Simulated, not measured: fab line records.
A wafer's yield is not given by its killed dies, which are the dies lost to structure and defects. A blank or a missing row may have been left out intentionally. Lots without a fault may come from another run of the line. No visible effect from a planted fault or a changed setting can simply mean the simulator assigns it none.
Split-lot study :: flow n5-finfet :: on a route of 1938 steps: 7 lots, 21 wafers read

== ON THE SPLIT ==
At N5_BEOL_M9_COAT_05 (resist thk 90 nm), the setting spin-rpm was moved away from the recipe's 1500 rpm on 11 of the 21 wafers read, by -4.1% to +9.3%. The other wafers ran this setting at the recipe's value.

== FROM THE SPLIT TO THE READING: what the file shows between them, 2 steps ==
- N5_BEOL_M9_EBR_07
- N5_BEOL_M9_SOFTBAKE_06: time 60 s

== THE READING ==
CAR-ArF_of_BEOL_M9_COAT_05.thk-nm (the simulator's own value, which no gauge read), in nm, at N5_BEOL_M9_DESCUM_16 (chemistry O2, time 7.9 s). The file does not state a usual value for it. Here, 10 wafers ran the recipe; their average is 83.5 nm with a standard deviation of 0.2 nm.

wafer: L079.2
tool, chamber at the split: litho-track-02, 0
spin-rpm as run, rpm: 1579
against the recipe: +5.3%
CAR-ArF_of_BEOL_M9_COAT_05.thk-nm, nm: 81.6
against lot-mates on the recipe: -2.0

wafer: L079.4
tool, chamber at the split: litho-track-02, 0
spin-rpm as run, rpm: 1579
against the recipe: +5.3%
CAR-ArF_of_BEOL_M9_COAT_05.thk-nm, nm: 81.6
against lot-mates on the recipe: -2.0

wafer: L079.5
tool, chamber at the split: litho-track-02, 0
spin-rpm as run, rpm: 1500
against the recipe: recipe
CAR-ArF_of_BEOL_M9_COAT_05.thk-nm, nm: 83.6
against lot-mates on the recipe: -

wafer: L083.1
tool, chamber at the split: litho-track-05, 0
spin-rpm as run, rpm: 1612
against the recipe: +7.5%
CAR-ArF_of_BEOL_M9_COAT_05.thk-nm, nm: 80
against lot-mates on the recipe: -3.2

wafer: L083.3
tool, chamber at the split: litho-track-05, 0
spin-rpm as run, rpm: 1612
against the recipe: +7.5%
CAR-ArF_of_BEOL_M9_COAT_05.thk-nm, nm: 80
against lot-mates on the recipe: -3.2

wafer: L083.5
tool, chamber at the split: litho-track-05, 0
spin-rpm as run, rpm: 1500
against the recipe: recipe
CAR-ArF_of_BEOL_M9_COAT_05.thk-nm, nm: 83.2
against lot-mates on the recipe: -

wafer: L084.4
tool, chamber at the split: litho-track-05, 0
spin-rpm as run, rpm: 1500
against the recipe: recipe
CAR-ArF_of_BEOL_M9_COAT_05.thk-nm, nm: 83.4
against lot-mates on the recipe: -

wafer: L084.6
tool, chamber at the split: litho-track-05, 0
spin-rpm as run, rpm: 1500
against the recipe: recipe
CAR-ArF_of_BEOL_M9_COAT_05.thk-nm, nm: 83.4
against lot-mates on the recipe: -

wafer: L084.5
tool, chamber at the split: litho-track-05, 0
spin-rpm as run, rpm: 1500
against the recipe: recipe
CAR-ArF_of_BEOL_M9_COAT_05.thk-nm, nm: 83.6
against lot-mates on the recipe: -

wafer: L088.4
tool, chamber at the split: litho-track-05, 0
spin-rpm as run, rpm: 1629
against the recipe: +8.6%
CAR-ArF_of_BEOL_M9_COAT_05.thk-nm, nm: 79.8
against lot-mates on the recipe: -3.4

wafer: L088.6
tool, chamber at the split: litho-track-05, 0
spin-rpm as run, rpm: 1629
against the recipe: +8.6%
CAR-ArF_of_BEOL_M9_COAT_05.thk-nm, nm: 79.8
against lot-mates on the recipe: -3.4

wafer: L088.5
tool, chamber at the split: litho-track-05, 0
spin-rpm as run, rpm: 1500
against the recipe: recipe
CAR-ArF_of_BEOL_M9_COAT_05.thk-nm, nm: 83.2
against lot-mates on the recipe: -

wafer: L093.2
tool, chamber at the split: litho-track-05, 0
spin-rpm as run, rpm: 1500
against the recipe: recipe
CAR-ArF_of_BEOL_M9_COAT_05.thk-nm, nm: 83.8
against lot-mates on the recipe: -

wafer: L093.5
tool, chamber at the split: litho-track-05, 0
spin-rpm as run, rpm: 1581
against the recipe: +5.4%
CAR-ArF_of_BEOL_M9_COAT_05.thk-nm, nm: 81.2
against lot-mates on the recipe: -2.6

wafer: L093.6
tool, chamber at the split: litho-track-05, 0
spin-rpm as run, rpm: 1581
against the recipe: +5.4%
CAR-ArF_of_BEOL_M9_COAT_05.thk-nm, nm: 80.8
against lot-mates on the recipe: -3.0

wafer: L095.2
tool, chamber at the split: litho-track-02, 0
spin-rpm as run, rpm: 1500
against the recipe: recipe
CAR-ArF_of_BEOL_M9_COAT_05.thk-nm, nm: 83.8
against lot-mates on the recipe: -

wafer: L095.4
tool, chamber at the split: litho-track-02, 0
spin-rpm as run, rpm: 1640
against the recipe: +9.3%
CAR-ArF_of_BEOL_M9_COAT_05.thk-nm, nm: 80.2
against lot-mates on the recipe: -3.6

wafer: L095.6
tool, chamber at the split: litho-track-02, 0
spin-rpm as run, rpm: 1640
against the recipe: +9.3%
CAR-ArF_of_BEOL_M9_COAT_05.thk-nm, nm: 79.8
against lot-mates on the recipe: -4.0

wafer: L097.1
tool, chamber at the split: litho-track-04, 0
spin-rpm as run, rpm: 1500
against the recipe: recipe
CAR-ArF_of_BEOL_M9_COAT_05.thk-nm, nm: 83.6
against lot-mates on the recipe: -

wafer: L097.4
tool, chamber at the split: litho-track-04, 0
spin-rpm as run, rpm: 1500
against the recipe: recipe
CAR-ArF_of_BEOL_M9_COAT_05.thk-nm, nm: 83.6
against lot-mates on the recipe: -

wafer: L097.6
tool, chamber at the split: litho-track-04, 0
spin-rpm as run, rpm: 1439
against the recipe: -4.1%
CAR-ArF_of_BEOL_M9_COAT_05.thk-nm, nm: 85.6
against lot-mates on the recipe: +2.0

FIT RESULTS
A straight line over all 21 wafers: CAR-ArF_of_BEOL_M9_COAT_05.thk-nm changes by -0.426 nm for each +1% of spin-rpm; r = -0.99; the points scatter about the line by 0.29 nm.
The same after taking each lot's own level away (the mean of its wafers on the recipe; 21 wafers): -0.421 nm for each +1%; r = -0.99; scatter 0.24 nm.
According to that fit, moving spin-rpm by its largest amount changes the reading by 3.9 nm.
From 83.20 to 83.80 nm: that is the span of the lots' own levels, equal to 2.9 times the standard deviation above.
Hence the lot-to-lot level has little effect on the slope; both slopes agree.
Check: -3.98 nm against its lot-mates is what the line predicts for one of the wafers moved furthest among these (+9.3%) when that wafer is left out of the fit. It came out at -3.6 nm against them.

== OTHER SPLITS APPLIED TO THESE WAFERS ==
These wafers also went through other splits before the reading. Each is held against what the fit with the lots' levels taken away leaves over:
other split on the same wafers: N5_BEOL_M7_EXPOSE_08 dose-mj
wafers away from the commonest value: 10
r with CAR-ArF_of_BEOL_M9_COAT_05.thk-nm (lot level and that fit taken away): +0.11

other split on the same wafers: N5_BEOL_M8_DESCUM_33 time-s
wafers away from the commonest value: 7
r with CAR-ArF_of_BEOL_M9_COAT_05.thk-nm (lot level and that fit taken away): +0.27

other split on the same wafers: N5_BEOL_M8_ETCH_72 h2-flow-sccm
wafers away from the commonest value: 8
r with CAR-ArF_of_BEOL_M9_COAT_05.thk-nm (lot level and that fit taken away): +0.25

== THE WHOLE CHAIN: every reading that the file lists as answering this split, in the file's order ==
step: N5_BEOL_M9_COAT_05
what it does: resist thk 90 nm
reading: CAR-ArF_of_BEOL_M9_COAT_05.thk-nm (the simulator's own value, which no gauge read)
change (the file's fit): -0.43 nm for each +1% of the setting
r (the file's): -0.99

step: N5_BEOL_M9_DESCUM_16
what it does: chemistry O2, time 7.9 s
reading: CAR-ArF_of_BEOL_M9_COAT_05.thk-nm (the simulator's own value, which no gauge read)
change (the file's fit): -0.422 nm for each +1% of the setting
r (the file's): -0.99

== FILE'S OWN FIT ==
CAR-ArF_of_BEOL_M9_COAT_05.thk-nm changes by -0.422 nm for each +1% of spin-rpm, r = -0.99.
